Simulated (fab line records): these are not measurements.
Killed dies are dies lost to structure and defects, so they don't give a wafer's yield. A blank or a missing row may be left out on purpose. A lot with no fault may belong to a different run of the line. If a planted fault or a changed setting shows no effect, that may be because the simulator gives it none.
Which of the tools did it? -- flow n5Finfet -- Sampling: 10 lots, 30 wafers, 5 of 1938 route steps

WHAT THE GAUGES READ, wafer by wafer
N5_BEOL_M2_INSPECT_59: inspects for defects (darkfield).
lot,measured,on,rawDefectCount
L358,day 7 08:34,defectInspect-02,69 92 94
L362,day 8 08:47,defectInspect-02,66 95 75
L363,day 8 12:09,defectInspect-02,54 41 55
L364,day 8 13:47,defectInspect-01,107 105 73
L365,day 9 03:20,defectInspect-01,49 24 72
L366,day 9 12:19,defectInspect-02,58 68 75
L368,day 9 22:07,defectInspect-02,49 72 51
L369,day 10 00:49,defectInspect-01,110 58 81
L372,day 10 17:29,defectInspect-02,319 367 356
L373,day 11 12:31,defectInspect-02,318 395 356

WHAT TOOL EACH LOT RAN ON (gives the tool, then ch and the chambers of the sampled wafers, and finally the start)
lot,N5_BEOL_M2_ANNEAL_82,N5_BEOL_M2_ANNEAL_89,N5_BEOL_M2_ANNEAL_95,N5_BEOL_M2_PRE_CLEAN_60
L358,"pvdSputter-03, day 7 06:14","pvdSputter-03, day 7 06:41","pvdSputter-03, day 7 07:20","cvdCo-01 ch 0,1,2, day 7 08:19"
L362,"pvdSputter-01, day 8 06:14","pvdSputter-01, day 8 06:46","pvdSputter-01, day 8 07:32","cvdCo-02 ch 0,1,2, day 8 08:32"
L363,"pvdSputter-03, day 8 09:49","pvdSputter-03, day 8 10:16","pvdSputter-03, day 8 10:55","cvdCo-02 ch 0,1,2, day 8 11:54"
L364,"pvdSputter-02, day 8 11:23","pvdSputter-02, day 8 11:50","pvdSputter-02, day 8 12:29","cvdCo-01 ch 0,2, day 8 13:32"
L365,"pvdSputter-01, day 9 00:56","pvdSputter-01, day 9 01:22","pvdSputter-01, day 9 02:02","cvdCo-02 ch 0,1, day 9 03:05"
L366,"pvdSputter-01, day 9 09:58","pvdSputter-01, day 9 10:25","pvdSputter-01, day 9 11:04","cvdCo-01 ch 0,2, day 9 12:02"
L368,"pvdSputter-01, day 9 19:48","pvdSputter-01, day 9 20:14","pvdSputter-01, day 9 20:54","cvdCo-02 ch 0,2, day 9 21:52"
L369,"pvdSputter-01, day 9 22:29","pvdSputter-01, day 9 22:55","pvdSputter-01, day 9 23:35","cvdCo-01 ch 1,2, day 10 00:34"
L372,"pvdSputter-03, day 10 14:58","pvdSputter-03, day 10 15:24","pvdSputter-03, day 10 16:04","cvdCo-02 ch 0, day 10 17:11"
L373,"pvdSputter-03, day 11 10:11","pvdSputter-03, day 11 10:38","pvdSputter-03, day 11 11:17","cvdCo-02 ch 0,1, day 11 12:16"
- N5_BEOL_M2_ANNEAL_82: time 240 s.
- N5_BEOL_M2_ANNEAL_89: time 240 s.
- N5_BEOL_M2_ANNEAL_95: time 240 s.
- N5_BEOL_M2_PRE_CLEAN_60: time 15 s.

THE ANSWER, worked out from the rows above alone
Rule: usual is defined by the lots themselves. The widest of any qualifying gaps counts: lots, ordered by their means at a reading, are off when they make up no more than a third of the lots, leave a main group of 4 or more, and stand apart from it by 3 or more times the standard deviation of that group's means. A main group whose means are all the same, to the digits that the tables above print for the reading, isn't used. Also off: a lot with no number at a reading for which 4 or more lots have one. The other lots that the step has rows for count as sound.
Off: L372, L373, at N5_BEOL_M2_INSPECT_59 (rawDefectCount). Main group: mean 71, sd 16.
A tool fits if, at a process step before that reading, it ran every lot that is off, and no sound lot after the first of them. Those tools and the gauges at N5_BEOL_M2_INSPECT_59 are tried in the same way. Can't be told from this: 3 tools fit, pvdSputter-03 at N5_BEOL_M2_ANNEAL_82 and N5_BEOL_M2_ANNEAL_89 and N5_BEOL_M2_ANNEAL_95, cvdCo-02 at N5_BEOL_M2_PRE_CLEAN_60, defectInspect-02 at N5_BEOL_M2_INSPECT_59.

WHAT WAS PUT IN BY THE SIMULATOR
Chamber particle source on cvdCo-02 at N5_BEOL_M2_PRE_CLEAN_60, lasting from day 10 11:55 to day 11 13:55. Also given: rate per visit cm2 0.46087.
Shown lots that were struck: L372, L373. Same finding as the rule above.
